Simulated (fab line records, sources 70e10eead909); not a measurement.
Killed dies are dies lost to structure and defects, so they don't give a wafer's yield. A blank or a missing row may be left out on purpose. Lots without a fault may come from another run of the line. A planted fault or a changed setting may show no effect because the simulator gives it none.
A struck lot beside a sound one | flow nand_harc | 17 steps out of a route of 1159
Sound: wafers L564.2, L564.3, L564.6. Struck: wafer L569.5. (L569.1 of the same lot was not struck and is left out.) The cause comes at the end.
At each step with rows: each side's tool, then ch and its chambers, then its first start. Under that, the readings that differ: sound wafers | struck wafers | difference of the means | sigmas: that difference in standard deviations of wafers without a fault.
alike: readings whose means differ by less than 2 such deviations, and words and numbers that are the same on both sides. not compared: withheld readings, readings that some wafer has no value for, bounds like >300 that may hide the same value, and numbers for which the record gives no deviation and whose values overlap.
The two part at a step that has a row with sigmas, a row that says differs or no value, or rows on one side only. Numbers that don't overlap but have no deviation are shown without sigmas and don't part them. A reading that every wafer of one side lacks parts them only if that side has two wafers or more.

NHARC_A_M0_OVL_MEAS_10: pitch 160 nm.
  sound on overlay-02, day 18 04:05; struck on overlay-02, day 19 15:03
  alike: overlay_x_nm, overlay_y_nm
NHARC_A_M0_INSPECT_11:
  sound on defect_inspect-01, day 18 04:07; struck on defect_inspect-01, day 19 15:05
  alike: raw_defect_count
NHARC_A_M0_DESCUM_14: chemistry O2, time 3 s.
  sound on rie_diel-10 ch 2,3, day 18 04:11; struck on rie_diel-10 ch 3, day 19 15:10
  reading      | sound          | struck | difference | sigmas
  rf_vpp_V (V) | 60.7 56.9 57.6 | 56.4   | -2.0       | -2
  alike: drypump_motor_current_A, mfc_ar_sccm, oes_product_au, showerhead_plenum_p_Torr, throttle_valve_pct
  not compared: rf_hours_counter_h
then, 1 step without rows for these wafers: NHARC_A_M0_ETCH_34 (etches the open film in N2/H2, target depth 40 nm, overetch 12 nm, time 43.94 s).
NHARC_A_M0_ETCH_15: etches the open film in C4F8/Ar, target depth 150 nm, overetch 15 nm, time 82.5 s.
  sound on rie_diel-10 ch 2,3; struck on rie_diel-10 ch 2
  alike: oes_product_au, rf_vpp_V
  not compared: rf_hours_counter_h
NHARC_A_M0_CD_MEAS_16:
  sound on cd_sem-01, day 18 04:29; struck on cd_sem-02, day 19 15:28
  alike: cd_nm
NHARC_A_M0_STRIP_18: strips in N2/H2.
  sound on rie_diel-10 ch 0,3, day 18 04:33; struck on rie_diel-03 ch 3, day 19 15:35
  alike: drypump_motor_current_A, mfc_ar_sccm, oes_product_au, rf_vpp_V, showerhead_plenum_p_Torr, throttle_valve_pct
  not compared: rf_hours_counter_h
then, 2 steps without rows for these wafers: NHARC_A_M0_STRIP_19 (strips in post etch residue remover, time 600 s); NHARC_A_M0_DEGAS_28 (time 60 s).
NHARC_A_M0_PRE_CLEAN_29: time 30 s.
  sound on pvd_sputter-01; struck on pvd_sputter-03
  alike: heater_power_w
then, 1 step without rows for these wafers: NHARC_A_M0_PVD_20 (deposits TaN, target thk 5 nm, time 8.06 s).
NHARC_A_M0_PVD_21: deposits Cu, target thk 30 nm, time 20.49 s.
  sound on pvd_sputter-01; struck on pvd_sputter-03
  alike: throttle_valve_pct
NHARC_A_M0_ECD_22: material Cu, target thk 400 nm.
  sound on ecd_cu-02 ch 0,1, day 18 05:32; struck on ecd_cu-02 ch 0,1, day 19 16:39
then, 1 step without rows for these wafers: NHARC_A_M0_ANNEAL_30 (time 90 s).
NHARC_A_M0_CMP_23: polishes, t overpolish 20 s, target thk 113.75 nm.
  sound on cmp-02 ch 1,2,3, day 18 06:24; struck on cmp-04 ch 0, day 19 17:28
  reading                | sound          | struck | difference | sigmas
  time_to_endpoint_s (s) | 27.9 27.6 34.4 | 12.5   | -17.5      | -8
  alike: edge_zone_pressure_frac, motor_current_A
NHARC_A_M0_THK_MEAS_24: measures by xrf.
  sound on film_metro-01, day 18 06:40; struck on film_metro-02, day 19 17:42
  alike: thk_nm
NHARC_END_SORT_01:
  sound on prober-02 ch 0, day 19 20:12; struck on prober-01 ch 0, day 21 14:15
  reading      | sound | struck | difference | sigmas
  killed_short | 0 1 1 | 4      | +3         | +2
  alike: defect_limited_yield, killed_at_array, killed_at_other, killed_at_periphery, killed_dies, killed_open, sort_bin_2_pct, sort_bin_3_pct, sort_bin_4_pct, sort_n_pass, sort_rim_yield_pct, sort_yield_pct

WHERE THEY PART
First at NHARC_A_M0_DESCUM_14; last, within this record, at NHARC_END_SORT_01.

WHY: what the simulator had put in
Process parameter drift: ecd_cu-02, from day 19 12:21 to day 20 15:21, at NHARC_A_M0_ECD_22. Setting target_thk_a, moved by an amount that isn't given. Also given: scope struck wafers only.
